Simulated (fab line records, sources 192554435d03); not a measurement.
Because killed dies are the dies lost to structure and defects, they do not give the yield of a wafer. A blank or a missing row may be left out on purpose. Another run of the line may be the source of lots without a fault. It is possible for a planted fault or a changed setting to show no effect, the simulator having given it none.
fab line records ; flow n5-finfet
[record] lots = 9; wafers = 26; last-day = 18
route steps=1938 shown BEOL_M4@1111 BEOL_M6@1232 PASSIVATION@1936
lots with no fault: from the same line, run without faults
start-h: the number of hours between the record's first day and the start of the first shown wafer of the lot ; wait-h: time in hours since the lot's previous step ; " as in the row above ; L1.1+2: several wafers, shown together as one row ; - either no value or no given start ; * or withheld: withheld ; < > ~ a bound
route shown NAME@n: NAME is a module with steps in the file, n the number in the route of the first one ; usual: average and standard deviation across the fault-free wafers ; same: alike in all rows ; chamber/n: place in a boat ; sites: per-site readings ; _std_site: standard deviation across them ; _edge_site: the outer-site mean with the inner-site mean subtracted ; radius-mm: for every site, how far away it sits from the centre of the wafer ; mask NAME#n: copy n ; behind: tool/chamber where the wafer was last shaped ; hold: what put the lot on hold/how long, in hours/how the hold closed ; device: whichever transistor did not switch (one of n, p or np) ; end of line: tests of these same wafers at the route's end ; step lacking rows: just its recipe ; killed: at the first sort, the dies lost to defects and structure; wafer yield is something else ; map: the dies of a wafer, with x for killed, . for not killed, _ for no die there
set.NAME: the setting as run; set.NAME@STEP: as run at that earlier step ; model.NAME: the simulator's own value behind a step, which no gauge read
route steps across a sampled set of lots; one table per step, one row per wafer
services: when a tool's chamber went out of use (start-h, in hours from the record's first day, below 0 if earlier), for how many hours, and the reason
[[steps]]
[step N5_BEOL_M4_RC_MEAS_101]
[usual] DIBL_N = 36.4/1.2; DIBL_P = 36.1/1.6; IOFF_N = 0.156/0.024; IOFF_P = 0.21/0.031; ION_N = 674/11; ION_P = 463/6.9; SS_N = 71.5/0.5; SS_P = 73.2/0.55; VT_N = 250.0/2.9; VT_P = -250/3.6
lot.wafer;tool;chamber;start-h;wait-h;DIBL_N[mV/V];DIBL_P[mV/V];IOFF_N[nA/um];IOFF_P[nA/um];ION_N[uA/um];ION_P[uA/um];SS_N[mV/dec];SS_P[mV/dec];VT_N[mV];VT_P[mV]
L700.3;prober-02;0;203.22;0.3;38.4;38.1;0.182;0.22;684;467;71.4;73.2;248.8;-250
L700.4;prober-02;0;203.22;0.3;37.3;38.3;0.173;0.21;677;461;72.0;72.5;247.9;-248
L700.5;prober-02;0;203.22;0.3;37.4;37.4;0.163;0.19;683;466;71.9;73.1;249.7;-249
L701.3;prober-02;0;222.35;0.3;39.1;38.8;0.219;0.26;698;476;72.2;73.5;243.5;-246
L701.5;prober-02;0;222.35;0.3;37.1;35.5;0.158;0.21;676;466;71.5;73.5;249.8;-249
L701.6;prober-02;0;222.35;0.3;38.8;38.1;0.207;0.25;698;471;71.7;73.9;244.3;-246
L702.2;prober-02;0;226.14;0.3;36.3;35.8;0.159;0.21;687;467;71.9;73.7;249.2;-251
L702.5;prober-02;0;226.14;0.3;36.3;35.8;0.161;0.21;685;472;71.1;74.1;248.0;-251
L702.6;prober-02;0;226.14;0.3;36.1;35.7;0.152;0.21;668;458;70.8;73.5;249.3;-250
L705.2;prober-01;0;242.19;0.2;37.0;35.7;0.143;0.17;665;455;72.0;73.3;250.7;-259
L705.4;prober-01;0;242.19;0.2;37.7;36.9;0.156;0.18;684;458;72.1;73.2;249.1;-258
L705.5;prober-01;0;242.19;0.2;36.5;35.4;0.135;0.16;667;454;71.4;73.1;252.3;-259
L706.1;prober-02;0;243.90;0.0;36.6;35.0;0.154;0.19;681;463;71.8;73.3;252.5;-252
L706.2;prober-02;0;243.90;0.0;35.8;34.9;0.151;0.18;684;460;71.6;73.0;249.4;-254
L706.4;prober-02;0;243.90;0.0;34.6;33.3;0.127;0.17;665;452;71.5;73.3;253.1;-257
L707.1;prober-02;0;252.63;0.0;37.7;36.7;0.170;0.20;672;455;71.7;74.1;250.4;-252
L707.5;prober-02;0;252.63;0.0;35.5;34.2;0.130;0.16;667;460;70.6;73.1;253.5;-256
L707.6;prober-02;0;252.63;0.0;35.6;34.6;0.140;0.17;671;460;71.4;73.3;252.1;-254
L708.3;prober-01;0;255.87;0.3;36.6;34.7;0.131;0.19;657;461;71.2;73.2;252.3;-251
L708.6;prober-01;0;255.87;0.3;35.9;34.3;0.130;0.17;664;460;71.3;73.3;251.3;-252
L712.1;prober-02;0;284.30;0.0;34.0;34.0;0.129;0.18;667;467;71.0;73.1;252.9;-249
L712.4;prober-02;0;284.30;0.0;34.5;35.2;0.134;0.20;670;467;71.1;72.5;249.4;-250
L712.5;prober-02;0;284.30;0.0;34.4;33.8;0.120;0.18;660;459;70.2;72.6;251.6;-250
L715.1;prober-01;0;314.74;0.0;35.8;35.8;0.156;0.19;678;464;71.4;73.8;248.1;-253
L715.3;prober-01;0;314.74;0.0;35.0;34.4;0.141;0.17;674;452;72.0;73.3;251.6;-255
L715.5;prober-01;0;314.74;0.0;35.1;34.8;0.140;0.17;681;464;71.5;72.8;248.5;-254
[step N5_BEOL_M6_ETCH_65]
[recipe] chemistry = CF4; target = SiARC; target-depth-a = 156; mask-material = CAR-EUV; time-s = 26; ion-energy-ev = 80; pressure-mtorr = 40; source-w = 545; bias-w = 36; Ar_flow_sccm = 100; cf4-flow-sccm = 100; ends = cleared
[usual] drypump-motor-current-A = 5.9/0.42; etch-rf-on-time-s = 25.84/0.29; oes-product-au = 0.69/0.08; rf-vpp-V = 184.0/1.3; showerhead-plenum-p-Torr = 2.13/0.067; throttle-valve-pct = 15.46/0.24
lot.wafer;tool;chamber;start-h;wait-h;drypump-motor-current-A;etch-rf-on-time-s;oes-product-au;rf-hours-counter-h;rf-vpp-V;showerhead-plenum-p-Torr;throttle-valve-pct
L700.3;rie-diel-02;2;219.93;0.0;5.6;25.91;0.77;28;185.4;2.19;15.76
L700.4;rie-diel-02;0;219.93;0.0;5.5;25.73;0.67;119;183.5;2.15;15.23
L700.5;rie-diel-02;0;219.93;0.0;5.5;26.12;0.67;-;186.1;2.15;15.25
L701.3;rie-diel-02;3;242.93;0.0;5.9;25.85;0.66;115;184.0;2.15;15.64
L701.5;rie-diel-02;3;242.93;0.0;5.9;26.06;0.66;-;183.9;2.15;15.65
L701.6;rie-diel-02;0;242.93;0.0;5.5;25.40;0.67;-;184.8;2.15;15.26
L702.2;rie-diel-02;3;245.19;0.0;5.9;26.19;0.66;117;183.5;2.15;15.65
L702.5;rie-diel-02;3;245.19;0.0;5.9;25.84;0.66;-;184.3;2.15;15.66
L702.6;rie-diel-02;2;245.19;0.0;5.6;25.63;0.77;-;183.8;2.18;15.78
L705.2;rie-diel-01;0;258.66;0.0;6.2;25.51;0.76;33;183.9;2.18;15.07
L705.4;rie-diel-01;1;258.66;0.0;5.8;25.64;0.71;62;182.4;2.08;15.41
L705.5;rie-diel-01;1;258.66;0.0;5.9;25.63;0.72;-;183.9;2.08;15.41
L707.1;rie-diel-02;1;270.22;0.0;4.8;26.05;0.87;0;186.0;2.28;15.14
L707.5;rie-diel-02;1;270.22;0.0;4.8;26.15;0.85;-;185.9;2.28;15.14
L707.6;rie-diel-02;2;270.22;0.0;5.6;25.77;0.75;-;184.4;2.18;15.81
L706.1;rie-diel-03;0;270.33;0.0;6.3;26.00;0.76;28;184.2;2.10;15.11
L706.2;rie-diel-03;3;270.33;0.0;6.3;25.27;0.81;13;183.9;2.11;15.50
L706.4;rie-diel-03;1;270.33;0.0;5.8;25.49;0.60;240;183.9;2.19;15.67
L708.3;rie-diel-01;3;274.63;0.0;6.1;25.70;0.70;82;185.8;2.25;15.33
L708.6;rie-diel-01;2;274.63;0.0;5.6;25.72;0.63;-;183.6;2.12;15.42
L712.1;rie-diel-03;2;305.35;0.0;6.4;26.47;0.58;245;182.4;2.02;15.65
L712.4;rie-diel-03;3;305.35;0.0;6.3;25.54;0.78;-;184.4;2.10;15.51
L712.5;rie-diel-03;2;305.35;0.0;6.4;26.11;0.59;-;181.1;2.02;15.65
L715.1;rie-diel-03;3;334.69;0.0;6.3;25.91;0.75;37;183.7;2.10;15.56
L715.3;rie-diel-03;1;334.69;0.0;5.8;26.02;0.81;7;184.2;2.19;15.19
L715.5;rie-diel-03;1;334.69;0.0;5.8;25.80;0.81;-;185.0;2.19;15.22
[step N5_BEOL_M6_SURFACE_TREAT_79]
[recipe] gas = Ar; time-s = *; ion-energy-ev = *; ion-current-ma-cm2 = 0.5; pressure-mtorr = *; ar-flow-sccm = 30
[usual] throttle-valve-pct = *
lot.wafer;tool;chamber;start-h;wait-h;throttle-valve-pct
L700.3;pvd-sputter-01;-;221.52;0.2;*
L700.4;pvd-sputter-01;-;221.52;0.2;*
L700.5;pvd-sputter-01;-;221.52;0.2;*
L701.3;pvd-sputter-03;-;244.37;0.2;*
L701.5;pvd-sputter-03;-;244.37;0.2;*
L701.6;pvd-sputter-03;-;244.37;0.2;*
L702.2;pvd-sputter-03;-;247.14;0.2;*
L702.5;pvd-sputter-03;-;247.14;0.2;*
L702.6;pvd-sputter-03;-;247.14;0.2;*
L705.2;pvd-sputter-01;-;260.41;0.4;*
L705.4;pvd-sputter-01;-;260.41;0.4;*
L705.5;pvd-sputter-01;-;260.41;0.4;*
L707.1;pvd-sputter-01;-;272.81;0.2;*
L707.5;pvd-sputter-01;-;272.81;0.2;*
L707.6;pvd-sputter-01;-;272.81;0.2;*
L706.1;pvd-sputter-02;-;272.91;0.2;*
L706.2;pvd-sputter-02;-;272.91;0.2;*
L706.4;pvd-sputter-02;-;272.91;0.2;*
L708.3;pvd-sputter-02;-;276.11;0.2;*
L708.6;pvd-sputter-02;-;276.11;0.2;*
L712.1;pvd-sputter-03;-;306.89;0.2;*
L712.4;pvd-sputter-03;-;306.89;0.2;*
L712.5;pvd-sputter-03;-;306.89;0.2;*
L715.1;pvd-sputter-03;-;337.91;0.8;*
L715.3;pvd-sputter-03;-;337.91;0.8;*
L715.5;pvd-sputter-03;-;337.91;0.8;*
[step N5_BEOL_M6_CMP_52]
[recipe] stop-on = SiCOH_lowk; t-overpolish-s = 6.9; down-force-psi = 1; platen-rpm = 50; clearing-platen-down-force-psi = 1.5; clearing-platen-rpm = 50; post-cmp-clean = cu-alkaline; target-thk-nm = 80; clearing-platen-pad-velocity-m-s = 0.99484; pad-velocity-m-s = 0.99484
[usual] barrier-field-endpoint-s = 28.7/0.61; motor-current-A = 6.2/0.54; overpolish-run-s = 6.899/0.01; pad-life-wafers = 1074/640; slurry-filter-dp-kPa = 13.49/0.13; time-to-endpoint-s = 61.3/2.1
lot.wafer;tool;chamber;start-h;wait-h;barrier-field-endpoint-s;motor-current-A;overpolish-run-s;pad-life-wafers;slurry-filter-dp-kPa;time-to-endpoint-s
L700.4;cmp-04;1;222.24;0.1;27.5;6.0;6.894;2166;13.67;58.1
L700.3;cmp-04;2;222.24;0.1;27.3;6.3;6.902;2167;13.59;58.4
L700.5;cmp-04;2;222.24;0.1;27.9;6.3;6.906;-;13.32;60.0
L701.3;cmp-02;2;245.31;0.2;28.2;7.1;6.903;1003;13.45;59.5
L701.6;cmp-02;1;245.31;0.2;28.2;6.4;6.896;-;13.69;60.3
L701.5;cmp-02;2;245.31;0.2;28.7;6.9;6.889;-;13.79;60.5
L702.2;cmp-03;0;247.86;0.2;27.9;6.6;6.892;91;13.58;61.5
L702.5;cmp-03;3;247.86;0.2;29.0;5.1;6.893;-;13.65;63.5
L702.6;cmp-03;0;247.86;0.2;28.3;6.6;6.885;-;13.44;60.6
L705.2;cmp-02;3;261.26;0.3;28.5;6.2;6.922;1130;13.36;61.4
L705.4;cmp-02;0;261.26;0.3;29.7;6.8;6.891;1131;13.29;67.2
L705.5;cmp-02;2;261.26;0.3;29.0;6.9;6.914;-;13.40;62.3
L707.1;cmp-02;0;273.59;0.3;46.7;6.8;0.036;1212;13.40;81.2
L707.5;cmp-02;0;273.59;0.3;29.2;7.0;6.901;-;13.46;60.3
L707.6;cmp-02;1;273.59;0.3;28.3;6.4;6.883;-;13.52;57.8
L706.4;cmp-03;1;273.62;0.1;29.4;5.7;6.905;294;13.37;60.7
L706.1;cmp-03;2;273.62;0.1;29.1;5.0;6.899;295;13.52;61.7
L706.2;cmp-03;3;273.62;0.1;28.6;5.4;6.898;296;13.34;60.9
L708.3;cmp-02;3;277.24;0.2;46.7;6.1;0.034;1250;13.52;82.0
L708.6;cmp-02;1;277.24;0.2;28.9;6.4;6.891;-;13.56;63.5
L712.4;cmp-02;3;308.22;0.1;28.9;5.8;6.905;1488;13.61;61.7
L712.1;cmp-02;0;308.22;0.1;46.8;7.0;0.033;1489;13.55;81.0
L712.5;cmp-02;0;308.22;0.1;29.3;7.0;6.911;-;13.45;62.8
L715.3;cmp-04;2;338.95;0.2;28.2;6.5;6.893;836;13.41;62.0
L715.1;cmp-04;3;338.95;0.2;28.1;6.3;6.904;837;13.53;63.8
L715.5;cmp-04;1;338.95;0.2;29.4;6.3;6.896;-;13.50;62.6
[step N5_BEOL_M6_THK_MEAS_53]
[recipe] thk-meas-gauge = xrf; reads = Cu_of_BEOL_M6_ECD_50
[usual] M6_THK = 78.6/1.4
lot.wafer;tool;chamber;start-h;wait-h;M6_THK[nm]
L700.3;film-metro-02;-;222.54;-;78.2
L700.4;film-metro-02;-;222.54;-;76.6
L700.5;film-metro-02;-;222.54;-;78.6
L701.3;film-metro-02;-;245.57;-;77.4
L701.5;film-metro-02;-;245.57;-;77.0
L701.6;film-metro-02;-;245.57;-;78.3
L702.2;film-metro-01;-;248.12;-;79.2
L702.5;film-metro-01;-;248.12;-;79.7
L702.6;film-metro-01;-;248.12;-;80.4
L705.2;film-metro-01;-;261.48;-;79.1
L705.4;film-metro-01;-;261.48;-;81.2
L705.5;film-metro-01;-;261.48;-;79.8
L707.1;film-metro-01;-;273.89;-;181.8
L707.5;film-metro-01;-;273.89;-;78.7
L707.6;film-metro-01;-;273.89;-;77.5
L706.1;film-metro-02;-;273.92;-;78.6
L706.2;film-metro-02;-;273.92;-;78.5
L706.4;film-metro-02;-;273.92;-;77.8
L708.3;film-metro-01;-;277.46;-;190.5
L708.6;film-metro-01;-;277.46;-;79.8
L712.1;film-metro-02;-;308.52;-;181.9
L712.4;film-metro-02;-;308.52;-;78.5
L712.5;film-metro-02;-;308.52;-;76.0
L715.1;film-metro-02;-;339.17;-;80.3
L715.3;film-metro-02;-;339.17;-;81.1
L715.5;film-metro-02;-;339.17;-;79.1
[step N5_BEOL_M6_INSPECT_58]
[recipe] inspect-instrument = darkfield; mode = post-dep
[usual] raw-defect-count = 67/23
lot.wafer;tool;chamber;start-h;wait-h;raw-defect-count
L700.3;defect-inspect-02;-;222.69;0.0;49
L700.4;defect-inspect-02;-;222.69;0.0;111
L700.5;defect-inspect-02;-;222.69;0.0;67
L701.3;defect-inspect-02;-;245.75;0.0;45
L701.5;defect-inspect-02;-;245.75;0.0;63
L701.6;defect-inspect-02;-;245.75;0.0;86
L702.2;defect-inspect-01;-;248.30;0.0;43
L702.5;defect-inspect-01;-;248.30;0.0;69
L702.6;defect-inspect-01;-;248.30;0.0;81
L705.2;defect-inspect-02;-;261.64;0.0;82
L705.4;defect-inspect-02;-;261.64;0.0;79
L705.5;defect-inspect-02;-;261.64;0.0;60
L707.1;defect-inspect-02;-;274.05;0.0;1305
L707.5;defect-inspect-02;-;274.05;0.0;36
L707.6;defect-inspect-02;-;274.05;0.0;110
L706.1;defect-inspect-02;-;274.07;0.0;58
L706.2;defect-inspect-02;-;274.07;0.0;52
L706.4;defect-inspect-02;-;274.07;0.0;42
L708.3;defect-inspect-02;-;277.62;0.0;1372
L708.6;defect-inspect-02;-;277.62;0.0;79
L712.1;defect-inspect-02;-;308.71;0.0;1412
L712.4;defect-inspect-02;-;308.71;0.0;65
L712.5;defect-inspect-02;-;308.71;0.0;81
L715.1;defect-inspect-01;-;339.33;0.0;72
L715.3;defect-inspect-01;-;339.33;0.0;128
L715.5;defect-inspect-01;-;339.33;0.0;63
[step N5_PASSIVATION_PROBE_49]
[usual] defect-limited-yield = 91.4/1.5; killed_at_M0_to_M3 = 31/11; killed_at_M4_up = 13/5.5; killed-at-contacts = 13/6.3; killed-at-front-end = 40/13; killed-at-other = 3.3/2.6; killed-dies = 101/18; killed-on-rim = 13/4; killed-open = 67/13; killed-short = 33/7.9; sort_bin_5_function = 5.1/1; sort_bin_6_memory = 3.2/0.68; sort-n-pass = 1079/18; sort-yield-pct = 91.4/1.5
[same] gross-dies = 1180; killed-at-back-side = 0; sort_bin_4_leakage[%] = 0; sort_bin_8_speed[%] = 0
lot.wafer;tool;chamber;start-h;wait-h;defect-limited-yield[%];killed_at_M0_to_M3;killed_at_M4_up;killed-at-contacts;killed-at-front-end;killed-at-other;killed-dies;killed-on-rim;killed-open;killed-short;sort_bin_5_function[%];sort_bin_6_memory[%];sort-n-pass;sort-yield-pct[%]
L701.3;prober-02;-;323.71;0.2;92.0;29;10;19;32;4;94;11;78;15;4.6;3.1;1086;92.0
L701.5;prober-02;-;323.81;0.3;90.7;27;16;14;51;2;110;15;72;38;5.8;3.3;1070;90.7
L701.6;prober-02;-;323.86;0.3;92.8;21;7;14;43;0;85;11;49;35;4.2;2.8;1095;92.8
L702.2;prober-01;-;333.79;0.1;93.5;18;9;14;31;5;77;10;56;20;3.5;3.0;1103;93.5
L702.5;prober-01;-;333.94;0.2;93.1;22;6;18;32;3;81;8;57;23;3.6;3.1;1099;93.1
L702.6;prober-01;-;333.99;0.3;89.9;22;15;26;42;14;119;22;75;44;6.1;3.4;1061;89.9
L707.1;prober-01;-;354.22;0.0;0;55;1070;12;40;3;1180;152;76;46;6.2;3.6;0;0
L707.5;prober-01;-;354.42;0.2;91.1;23;13;16;46;7;105;9;70;35;5.2;3.2;1075;91.1
L707.6;prober-01;-;354.47;0.3;90.6;36;23;11;34;7;111;13;74;34;5.8;3.2;1069;90.6
L708.3;prober-02;-;359.16;0.1;0;51;1055;19;51;4;1180;152;95;48;7.2;4.5;0;0
L708.6;prober-02;-;359.31;0.3;87.5;46;9;15;73;4;147;21;105;42;7.4;4.7;1033;87.5
L712.1;prober-01;-;387.87;0.0;0;12;1105;11;50;2;1180;152;45;42;4.2;2.9;0;0
L712.4;prober-01;-;388.02;0.2;91.0;24;8;18;49;7;106;14;73;33;4.7;4.2;1074;91.0
L712.5;prober-01;-;388.07;0.2;90.0;31;15;8;58;6;118;16;80;38;5.3;4.3;1062;90.0
// killed by level:class
L701.3 MOL_CONTACT_COAG:geometric-particle:open=16 STI_FIN_REVEAL:geometric-particle:open=8 BEOL_M2:geometric-particle:open=8 BEOL_M1:geometric-particle:open=7 BEOL_M0_SAQP:geometric-particle:open=6 FIN_SAQP:geometric-particle:open=5 FIN_SAQP:geometric-particle:short=4 DUMMY_GATE:geometric-particle:open=4
L701.5 MOL_CONTACT_COAG:geometric-particle:open=11 DUMMY_GATE:geometric-particle:open=10 STI_FIN_REVEAL:geometric-particle:open=8 FIN_SAQP:geometric-particle:short=7 GATE_CUT:geometric-particle:short=7 BEOL_M2:geometric-particle:open=7 BEOL_M0_SAQP:geometric-particle:open=6 BEOL_M0_SAQP:geometric-particle:short=6
L701.6 STI_FIN_REVEAL:geometric-particle:open=11 MOL_CONTACT_COAG:geometric-particle:open=11 BEOL_M2:geometric-particle:open=10 GATE_CUT:geometric-particle:short=6 FIN_SAQP:geometric-particle:short=5 DUMMY_GATE:geometric-particle:open=5 STARTING-WAFER:geometric-particle:short=4 MOL_CONTACT_COAG:geometric-particle:short=3
L702.2 MOL_CONTACT_COAG:geometric-particle:open=13 FIN_SAQP:geometric-particle:open=10 BEOL_M2:geometric-particle:open=9 STI_FIN_REVEAL:geometric-particle:open=6 BEOL_M4:geometric-particle:open=5 SPACER0:geometric-particle:short=4 BEOL_M0_SAQP:geometric-particle:short=3 FIN_SAQP:geometric-particle:short=2
L702.5 MOL_CONTACT_COAG:geometric-particle:open=17 FIN_SAQP:geometric-particle:open=10 STI_FIN_REVEAL:geometric-particle:open=6 BEOL_M2:geometric-particle:open=6 DUMMY_GATE:geometric-particle:open=5 BEOL_M1:geometric-particle:open=4 GATE_CUT:geometric-particle:short=3 BEOL_M0_SAQP:geometric-particle:short=3
L702.6 MOL_CONTACT_COAG:geometric-particle:open=17 FIN_SAQP:geometric-particle:short=12 FIN_SAQP:geometric-particle:open=9 BEOL_M3:geometric-particle:open=9 MOL_CONTACT_COAG:geometric-particle:short=9 STI_FIN_REVEAL:geometric-particle:open=5 PAD_METAL:geometric-particle:open=5 PAD_METAL:geometric-particle:short=5
L707.1 BEOL_M6:area-cmp=1058 BEOL_M0_SAQP:geometric-particle:short=18 BEOL_M0_SAQP:geometric-particle:open=16 DUMMY_GATE:geometric-particle:open=9 FIN_SAQP:geometric-particle:short=8 MOL_CONTACT_COAG:geometric-particle:open=8 BEOL_M2:geometric-particle:open=8 BEOL_M3:geometric-particle:open=6
L707.5 STI_FIN_REVEAL:geometric-particle:open=14 MOL_CONTACT_COAG:geometric-particle:open=12 FIN_SAQP:geometric-particle:short=11 BEOL_M3:geometric-particle:open=8 DUMMY_GATE:geometric-particle:open=5 BEOL_M4:geometric-particle:open=5 MOL_CONTACT_COAG:geometric-particle:short=4 BEOL_M0_SAQP:geometric-particle:short=4
L707.6 FIN_SAQP:geometric-particle:short=12 MOL_CONTACT_COAG:geometric-particle:open=10 BEOL_M2:geometric-particle:open=9 BEOL_M0_SAQP:geometric-particle:open=6 BEOL_M0:geometric-particle:open=6 BEOL_M3:geometric-particle:short=5 BEOL_M4:geometric-particle:open=5 FIN_SAQP:geometric-particle:open=4
L708.3 BEOL_M6:area-cmp=1037 BEOL_M0_SAQP:geometric-particle:open=22 MOL_CONTACT_COAG:geometric-particle:open=15 BEOL_M3:geometric-particle:open=13 FIN_SAQP:geometric-particle:open=9 GATE_CUT:geometric-particle:short=9 BEOL_M0_SAQP:geometric-particle:short=9 DUMMY_GATE:geometric-particle:open=8
L708.6 FIN_SAQP:geometric-particle:open=22 STI_FIN_REVEAL:geometric-particle:open=18 FIN_SAQP:geometric-particle:short=13 MOL_CONTACT_COAG:geometric-particle:open=11 BEOL_M0_SAQP:geometric-particle:short=11 BEOL_M0_SAQP:geometric-particle:open=11 BEOL_M3:geometric-particle:open=11 DUMMY_GATE:geometric-particle:open=6
L712.1 BEOL_M6:area-cmp=1093 STI_FIN_REVEAL:geometric-particle:open=8 FIN_SAQP:geometric-particle:short=7 MOL_CONTACT_COAG:geometric-particle:open=7 STARTING-WAFER:geometric-particle:short=6 FIN_SAQP:geometric-particle:open=5 ILD0:geometric-particle:short=5 BEOL_M4:geometric-particle:open=5
L712.4 STI_FIN_REVEAL:geometric-particle:open=15 MOL_CONTACT_COAG:geometric-particle:open=13 BEOL_M3:geometric-particle:open=7 ILD0:geometric-particle:open=6 BEOL_M0_SAQP:geometric-particle:short=6 DUMMY_GATE:geometric-particle:open=5 GATE_CUT:geometric-particle:short=5 MOL_CONTACT_COAG:geometric-particle:short=5
L712.5 STI_FIN_REVEAL:geometric-particle:open=15 BEOL_M4:geometric-particle:open=11 BEOL_M2:geometric-particle:open=8 GATE_CUT:geometric-particle:open=7 MOL_CONTACT_COAG:geometric-particle:open=7 DUMMY_GATE:geometric-particle:open=6 STARTING-WAFER:geometric-particle:open=5 GATE_CUT:geometric-particle:short=5
[[services]]
tool;chamber;start-h;hours;kind
rie-diel-03;3;199.55;-;clean
rie-diel-03;3;199.55;-;consumable-replace:focus-ring
rie-diel-03;3;199.55;31.3;scheduled-down
rie-diel-03;3;199.55;31.3;vent-cycle
cmp-03;-;208.50;1.8;repair
rie-diel-01;3;225.93;4.2;repair
cmp-04;-;229.25;4.0;pm
cmp-03;-;234.58;4.0;pm
rie-diel-02;1;238.88;-;clean
rie-diel-02;1;238.88;-;consumable-replace:focus-ring
rie-diel-02;1;238.88;-;consumable-replace:showerhead
rie-diel-02;1;238.88;29.3;scheduled-down
rie-diel-02;1;238.88;29.3;vent-cycle
cmp-03;-;263.00;0.4;repair
cmp-04;-;265.45;1.7;repair
rie-diel-03;1;296.75;-;clean
rie-diel-03;1;296.75;-;consumable-replace:focus-ring
rie-diel-03;-;297.60;0.3;repair
rie-diel-03;2;307.14;2.8;repair
cmp-03;-;323.45;5.2;pm
rie-diel-03;2;325.56;-;clean
rie-diel-03;2;325.56;-;consumable-replace:focus-ring
rie-diel-03;2;325.56;-;consumable-replace:showerhead
rie-diel-01;-;326.39;2.8;pm
[[key]]
[first-sign] step = N5_BEOL_M6_CMP_52; reading = overpolish-run-s; direction = down; sigmas = 99+; usual = 6.899; struck = 0.034
[effect] step = N5_BEOL_M6_CMP_52; reading = barrier-field-endpoint-s; direction = up; sigmas = 30; usual = 28.7; struck = 46.7
[effect] step = N5_BEOL_M6_THK_MEAS_53; reading = M6_THK; direction = up; sigmas = 74; usual = 78.6; struck = 184.7
[effect] step = N5_BEOL_M6_INSPECT_58; reading = raw-defect-count; direction = up; sigmas = 56; usual = 67; struck = 1363
[effect] step = N5_PASSIVATION_PROBE_49; reading = killed_at_M4_up; direction = up; sigmas = 99+; usual = 13; struck = 1077
[more-kills-born-at] N5_BEOL_M6_CMP_52@cmp-02 = 3188
met-at N5_BEOL_M6_CMP_52
struck-lots L707,L708,L712
struck-wafers L707.1,L708.3,L712.1
later-rows-left-out L707.1,L708.3,L712.1
not-acting-at N5_BEOL_M6_ETCH_65,N5_BEOL_M6_SURFACE_TREAT_79
onset-between 261.26 273.59
[fault] kind = process-parameter-drift; tool = cmp-02; chamber = -; onset-h = 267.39; steps = N5_BEOL_M6_CMP_52; channel = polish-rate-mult; offset = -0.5; shape = step; end-h = 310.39; scope = struck-wafers-only
// later-rows-left-out: the simulator's readings of these wafers behind a module that went badly wrong aren't trusted and aren't shown, but for the sort
